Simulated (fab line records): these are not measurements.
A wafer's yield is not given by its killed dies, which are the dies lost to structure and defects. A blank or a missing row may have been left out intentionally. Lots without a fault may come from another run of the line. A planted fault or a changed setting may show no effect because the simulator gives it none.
Problem report, 8D (eight disciplines) form, completed by code || flow nand-harc || the parts of the form that need people (team, actions taken, sign-off) are left out

== 1. THE PROBLEM ==
Mean of heater-power-total-W at NHARC_P_M1_SOFTBAKE_04: 182.24 W across 2 wafers in 2 lots; on wafers with no fault it is 188.44 W (standard deviation 0.13). Relative to the usual mean, that is a shift of -48 standard deviations.
The step: time 55 s.
Seen first at day 12 19:00 on litho-track-04, wafer L255.6. At this step, 38 wafers from 14 lots have a number in the record. Rule for "out" (also "out of limits"): further than 4 standard deviations from the usual mean. The rest of the wafers with a number are treated as sound.

== 2. WHAT IT IS AND WHAT IT IS NOT ==
{"question": "which readings at this step", "is": "heater-power-total-W", "is not": "-"}
{"question": "which lots", "is": "L255, L257", "is not": "L242, L243, L247, L248, L249, L250, L251, L252, L259, L260, L261, L262"}
{"question": "which wafers of those lots", "is": "all that have a number", "is not": "-"}
{"question": "read on which tools", "is": "litho-track-04", "is not": "litho-track-01, litho-track-06"}
{"question": "when", "is": "from day 12 19:00", "is not": "up to then (24 sound wafers); but 12 sound wafers of L259, L260, L261, L262 came after"}

== 3. WHAT RULES OUT EACH SUSPECT ==
Counting: a tool at any process step up to the reading remains a suspect when it ran all the lots that are out and ran no sound lot after the first of those.
- pvd-sputter-01 at NHARC_P_M0_PVD_20 (deposits TaN, target thk 5 nm, time 8.06 s): ruled out as a lasting fault. Sound lots L261 ran on it after its first lot that is out, L255 (day 12 19:00). NHARC_P_M0_PVD_20: start missing for some lots; hours and lot order therefore follow NHARC_P_M1_SOFTBAKE_04.
- litho-track-04 at NHARC_P_M1_SOFTBAKE_04 (time 55 s): kept. Every lot that is out went through it, starting with L255 (day 12 19:00), and after that it ran no sound lot; the last sound lot it ran before then is L252 (day 11 03:00). Out on those wafers are its own readings of heater-power-total-W.
Left after counting: litho-track-04 at NHARC_P_M1_SOFTBAKE_04.

== 4. THE CAUSE (what the simulator had put in) ==
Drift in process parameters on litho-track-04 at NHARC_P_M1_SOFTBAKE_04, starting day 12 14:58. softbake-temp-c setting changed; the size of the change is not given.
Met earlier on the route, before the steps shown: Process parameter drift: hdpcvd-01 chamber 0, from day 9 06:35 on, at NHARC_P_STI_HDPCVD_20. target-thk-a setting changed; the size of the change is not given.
The count eliminated every tool but this one.

== 5. SEQUENCE OF EFFECTS, ordered by route ==
Rows list readings where the struck wafers' mean (over those with a number) sits beyond 3 standard deviations from the usual. Readings are gone through only where the record gives a usual standard deviation; hours: the median, over the lots, of the time from a lot's start at the first step in this table giving one to that lot's start at this step; sigmas: the change measured in usual standard deviations.
{"hours": 0, "step": "NHARC_P_M1_SOFTBAKE_04", "reading": "heater-power-total-W", "usual": "188.44 W", "on struck wafers": 182.24, "change": -6.20, "sigmas": -48}
The process steps in it:
- NHARC_P_M1_SOFTBAKE_04: time 55 s.

== 6. HOW IT WOULD HAVE BEEN CAUGHT EARLIER ==
First out-of-limits reading in this record: day 12 19:00, which is 4 hours after fault onset at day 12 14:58.
